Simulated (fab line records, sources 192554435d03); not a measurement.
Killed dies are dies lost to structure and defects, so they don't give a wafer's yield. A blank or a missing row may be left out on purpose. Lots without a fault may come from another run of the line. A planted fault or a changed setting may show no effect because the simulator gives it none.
Chamber matching | flow n5_finfet | N5_SD_EPI_N_ETCH_16 on rie_diel-04: 4 sister chambers
The step etches SiO2 in CHF3/O2, target depth 5 nm. 4 wafers are shown with their chamber, then 7 later ones without.

WAFERS WITH THEIR CHAMBER
wafer  | chamber | showerhead_plenum_p_Torr (Torr)
L079.5 | 0       | 2.39
L081.5 | 1       | 2.37
L084.2 | 2       | 2.45
L084.3 | 3       | 2.46

WAFERS WITHOUT THEIR CHAMBER
wafer  | showerhead_plenum_p_Torr (Torr)
L084.4 | 2.39
L091.1 | 2.36
L091.3 | 2.38
L091.6 | 2.38
L095.2 | 2.36
L095.3 | 2.38
L095.6 | 2.45

WHICH CHAMBER EACH WENT THROUGH
wafer  | from the rows above     | in truth
L084.4 | 0                       | 0
L091.1 | 1                       | 1
L091.3 | can't be placed: 1 or 0 | 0
L091.6 | can't be placed: 1 or 0 | 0
L095.2 | 1                       | 1
L095.3 | can't be placed: 1 or 0 | 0
L095.6 | can't be placed: 2 or 3 | 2
Placed correctly: 3 of 7. Can't be placed from these rows: 4 (the true chamber is among the candidates in 4). Placed wrongly: 0.
How it was worked out, from the rows above alone: a wafer's distance from a chamber is the root of the sum, over the readings, of the square of ((its reading less the chamber's mean) divided by the reading's scatter). The wafer belongs to the nearest chamber; if the next one is less than 2 further off, it can't be placed. A chamber's mean is the mean of its shown wafers. The scatter: with one shown wafer a chamber, the root of the mean of the squares of how far each hidden wafer lies from its nearest shown one.
